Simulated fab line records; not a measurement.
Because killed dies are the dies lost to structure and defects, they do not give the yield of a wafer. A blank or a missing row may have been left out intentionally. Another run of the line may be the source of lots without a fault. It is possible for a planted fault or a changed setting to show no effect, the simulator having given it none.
2 desks looking at one fault / flow n5-finfet / each desk has only its own numbers; what lay behind them comes last

## AT THE TOOL OWNER'S DESK: rie-metal-02
The tool's own readings at N5_PASSIVATION_ETCH_59 (etches TaN in Cl2/BCl3, target depth 65 nm, time 34.9 s): means of the sampled wafers that have a number, for each lot that ran on this tool. Marked OUT: a lot whose mean sits more than 4 standard deviations from the usual mean, which makes it out of limits; the brackets give that distance.
Columns: A = drypump-motor-current-A at N5_PASSIVATION_ETCH_59, usual 5.5 A; B = oes-product-au at N5_PASSIVATION_ETCH_59, usual 0.79 a.u.; C = throttle-valve-pct at N5_PASSIVATION_ETCH_59, usual 21.06 %
lot=L878; first seen here=day 13 00:32; A=5.4; B=0.85; C=21.10
lot=L880; first seen here=day 13 20:07; A=5.3; B=0.86; C=21.08
lot=L884; first seen here=day 14 20:37; A=5.4; B=0.83; C=21.12
lot=L883; first seen here=day 14 21:07; A=5.5; B=0.83; C=21.10
lot=L888; first seen here=day 15 00:07; A=5.3; B=0.85; C=21.09
lot=L892; first seen here=day 16 21:56; A=5.3; B=0.83; C=21.10
lot=L897; first seen here=day 17 10:07; A=5.4; B=0.81; C=21.13
This desk's finding: nothing out of limits on any of the 7 lots.

## THE METROLOGY DESK
What the gauges read for every lot (on any tool): the sampled wafers with a number, averaged. Marked OUT: a lot whose mean sits more than 4 standard deviations from the usual mean, which makes it out of limits; the brackets give that distance.
Columns: A = cd-nm at N5_PASSIVATION_CD_MEAS_44, usual 40001 nm
lot=L878; first seen here=day 13 02:26; A=39998
lot=L880; first seen here=day 13 21:18; A=39997
lot=L882; first seen here=day 13 23:56; A=40001
lot=L884; first seen here=day 14 21:53; A=40000
lot=L883; first seen here=day 14 22:16; A=40004
lot=L888; first seen here=day 15 01:26; A=40001
lot=L887; first seen here=day 15 07:41; A=40003
lot=L892; first seen here=day 16 23:14; A=40001
lot=L897; first seen here=day 17 11:32; A=40004
lot=L898; first seen here=day 17 22:13; A=40001
lot=L899; first seen here=day 18 13:28; A=39998
lot=L900; first seen here=day 18 14:02; A=39999
lot=L901; first seen here=day 18 17:44; A=40000
This desk's finding: nothing out of limits on any of the 13 lots.

## BROUGHT TOGETHER
Nothing out of limits was seen by the tool owner's desk.
Metrology desk: nothing out of limits seen.

## WHAT WAS PUT IN BY THE SIMULATOR
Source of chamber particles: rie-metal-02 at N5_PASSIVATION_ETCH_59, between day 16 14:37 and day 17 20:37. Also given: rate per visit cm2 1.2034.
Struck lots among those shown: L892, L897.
